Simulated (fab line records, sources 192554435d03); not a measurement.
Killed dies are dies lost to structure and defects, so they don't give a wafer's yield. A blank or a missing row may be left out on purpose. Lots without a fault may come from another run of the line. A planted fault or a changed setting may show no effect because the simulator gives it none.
A struck lot beside a sound one | flow n5_finfet | 14 steps out of a route of 1938
Sound: wafers L263.2, L263.5, L263.6. Struck: wafers L269.2, L269.3, L269.4. The cause comes at the end.
At each step with rows: each side's tool, then ch and its chambers, then its first start. Under that, the readings that differ: sound wafers | struck wafers | difference of the means | sigmas: that difference in standard deviations of wafers without a fault.
alike: readings whose means differ by less than 2 such deviations, and words and numbers that are the same on both sides. not compared: withheld readings, readings that some wafer has no value for, bounds like >300 that may hide the same value, and numbers for which the record gives no deviation and whose values overlap.
The two part at a step that has a row with sigmas, a row that says differs or no value, or rows on one side only. Numbers that don't overlap but have no deviation are shown without sigmas and don't part them. A reading that every wafer of one side lacks parts them only if that side has two wafers or more.

first, 2 steps without rows for these wafers: N5_FIN_SAQP_PRECLEAN_45 (cleans in dHF, time 10 s); N5_FIN_SAQP_SRD_39 (time 30 s).
N5_FIN_SAQP_OCD_MEAS_76:
  sound on ocd-01, day 4 05:15; struck on ocd-02, day 5 14:14
  alike: trench_depth_nm
N5_FIN_SAQP_INSPECT_40: inspects for defects (brightfield).
  sound on defect_inspect-02, day 4 05:17; struck on defect_inspect-02, day 5 14:16
  alike: raw_defect_count
then, 8 steps without rows for these wafers: N5_FIN_CUT_COAT_18 (time 60 s, resist thk 230 nm); N5_FIN_CUT_COAT_19 (time 60 s, resist thk 20 nm); N5_FIN_CUT_COAT_29 (time 60 s, resist thk 10 nm); N5_FIN_CUT_COAT_02 (resist thk 30 nm); N5_FIN_CUT_EBR_04; N5_FIN_CUT_SOFTBAKE_03 (time 60 s); N5_FIN_CUT_EXPOSE_05 (exposes mask FIN CUT); N5_FIN_CUT_PEB_06 (peb time 60 s).
N5_FIN_CUT_DEVELOP_07: develop time 30 s.
  sound on litho_track-05 ch 0, day 4 05:39; struck on litho_track-05, day 5 14:30
  no value came back on the struck wafers for chill_plate_temp_C (C), develop_time_s (s); on the sound wafers chill_plate_temp_C (C) reads 23.04 22.86 22.89
  reading                                      | sound          | struck     | difference | sigmas
  model.CAR-EUV_of_FIN_CUT_COAT_02.thk_nm (nm) | 29.6 29.4 29.4 | 30 30 29.8 | +0         |
N5_FIN_CUT_CD_MEAS_08: target cd 29.1 nm.
  sound on cd_sem-01 ch 0, day 4 05:43; struck on cd_sem-03 ch 0, day 5 14:34
  reading    | sound             | struck | difference                    | sigmas
  cd_nm (nm) | 29.22 29.27 29.35 | - - -  | no value on the struck wafers |

WHERE THEY PART
First at N5_FIN_CUT_DEVELOP_07; last, within this record, at N5_FIN_CUT_CD_MEAS_08.

WHY: what the simulator had put in
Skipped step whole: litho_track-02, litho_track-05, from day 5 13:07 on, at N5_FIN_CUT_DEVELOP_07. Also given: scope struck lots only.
